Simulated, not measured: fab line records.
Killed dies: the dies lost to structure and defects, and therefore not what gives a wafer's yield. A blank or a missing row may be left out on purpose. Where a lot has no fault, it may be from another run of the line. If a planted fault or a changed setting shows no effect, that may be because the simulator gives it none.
A single fault, viewed from 2 desks || flow n5Finfet || each desk holds nothing but its own numbers, with what lay behind them at the end

## TOOL OWNER'S DESK, krfScanner-01
The tool's own readings at N5_BEOL_M13_EXPOSE_25 (exposes mask M13, target cd 210 nm): means of the sampled wafers that have a number, for each lot that ran on this tool. Marked OUT: a lot whose mean sits more than 4 standard deviations from the usual mean, which makes it out of limits; the brackets give that distance.
Columns: A = exposureDoseMJCm2 at N5_BEOL_M13_EXPOSE_25, usual 21.995
{"lot": "L217", "first seen here": "day 12 14:26", "A": 21.991}
{"lot": "L219", "first seen here": "day 12 19:03", "A": 21.996}
{"lot": "L224", "first seen here": "day 13 07:10", "A": 21.985}
{"lot": "L220", "first seen here": "day 13 08:16", "A": 22.003}
{"lot": "L223", "first seen here": "day 13 12:24", "A": 22.003}
{"lot": "L231", "first seen here": "day 15 15:41", "A": "20.400 (-76) OUT"}
{"lot": "L230", "first seen here": "day 15 17:13", "A": "19.783 (-99 or more) OUT"}
This desk's finding: out of limits on L230, L231; first on L231, day 15 15:41 (exposureDoseMJCm2 at N5_BEOL_M13_EXPOSE_25). Within limits: L217, L219, L224, L220, L223.

## FROM THE METROLOGY DESK
What the gauges read for every lot (on any tool): the sampled wafers with a number, averaged. Marked OUT: a lot whose mean sits more than 4 standard deviations from the usual mean, which makes it out of limits; the brackets give that distance. Of its 28 readings 7 are shown: the one that was out of limits first, and those that lie furthest out on some lot.
Columns: A = V12_OVL at N5_BEOL_M13_OVL_MEAS_11, usual 1 nm; B = cdNm at N5_BEOL_M13_CD_MEAS_28, usual 210.0 nm; C = COMB_M10 at N5_BEOL_M15_RC_MEAS_101, usual 1.6e-11 S/m; D = SERP_M13 at N5_BEOL_M15_RC_MEAS_101, usual 0.308 ohm/um; E = SERP_M13_max_site at N5_BEOL_M15_RC_MEAS_101, usual 0.312 ohm/um; F = SERP_M5 at N5_BEOL_M15_RC_MEAS_101, usual 39.4 ohm/um; G = SERP_M6 at N5_BEOL_M15_RC_MEAS_101, usual 13.7 ohm/um
{"lot": "L217", "first seen here": "day 12 13:14", "A": 4, "B": 210.6, "C": 1.4e-11, "D": 0.305, "E": 0.308, "F": 40.1, "G": 13.7}
{"lot": "L218", "first seen here": "day 12 14:10", "A": -1, "B": 211.1, "C": 1.5e-11, "D": 0.310, "E": 0.313, "F": 40.8, "G": 13.6}
{"lot": "L219", "first seen here": "day 12 17:35", "A": 9, "B": 213.3, "C": 1.5e-11, "D": 0.301, "E": 0.304, "F": 38.5, "G": 13.6}
{"lot": "L222", "first seen here": "day 12 17:53", "A": 4, "B": 210.5, "C": 1.5e-11, "D": 0.306, "E": 0.309, "F": 38.8, "G": 13.9}
{"lot": "L224", "first seen here": "day 13 06:05", "A": -8, "B": 208.5, "C": 1.2e-11, "D": 0.312, "E": 0.316, "F": 39.6, "G": 13.8}
{"lot": "L220", "first seen here": "day 13 06:56", "A": -0, "B": 210.1, "C": 1.7e-11, "D": 0.302, "E": 0.304, "F": 39.9, "G": 14.5}
{"lot": "L223", "first seen here": "day 13 10:24", "A": 4, "B": 210.3, "C": 1.9e-11, "D": 0.297, "E": 0.301, "F": 41.0, "G": 13.2}
{"lot": "L221", "first seen here": "day 14 06:34", "A": -3, "B": 210.2, "C": 1.2e-11, "D": 0.307, "E": 0.310, "F": 39.7, "G": 13.3}
{"lot": "L231", "first seen here": "day 15 14:29", "A": -5, "B": "245.7 (+21) OUT", "C": 1.8e-11, "D": "0.255 (-8.4) OUT", "E": "0.258 (-8.2) OUT", "F": 38.4, "G": 14.1}
{"lot": "L230", "first seen here": "day 15 15:59", "A": -2, "B": "250.3 (+24) OUT", "C": "-", "D": "-", "E": "-", "F": "-", "G": "-"}
{"lot": "L237", "first seen here": "day 16 12:32", "A": 1, "B": 208.1, "C": 1.6e-11, "D": 0.303, "E": 0.305, "F": 40.2, "G": 14.7}
{"lot": "L236", "first seen here": "day 16 15:53", "A": 1, "B": 208.3, "C": 9.0e-12, "D": 0.312, "E": 0.315, "F": 37.4, "G": 14.2}
{"lot": "L239", "first seen here": "day 17 13:35", "A": 2, "B": 209.2, "C": 1.4e-11, "D": 0.309, "E": 0.311, "F": 42.9, "G": 14.4}
This desk's finding: out of limits on L230, L231; first on L231, day 15 15:52 (cdNm at N5_BEOL_M13_CD_MEAS_28). Within limits: L217, L218, L219, L222, L224, L220, L223, L221, L237, L236, L239.

## BROUGHT TOGETHER
At day 15 15:41, on L230, L231, the tool owner's desk was in a position to raise an alarm.
L230, L231 would have let the metrology desk raise an alarm at day 15 15:52.
Every lot named ran N5_BEOL_M13_EXPOSE_25 on krfScanner-01.

## WHAT WAS PUT IN BY THE SIMULATOR
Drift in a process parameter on krfScanner-01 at N5_BEOL_M13_EXPOSE_25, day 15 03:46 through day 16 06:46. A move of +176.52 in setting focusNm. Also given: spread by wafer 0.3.
Struck lots among those shown: L230, L231.
Hours from the fault's start to each desk's first reading out of limits: the tool owner's desk, 12; the metrology desk, 12.
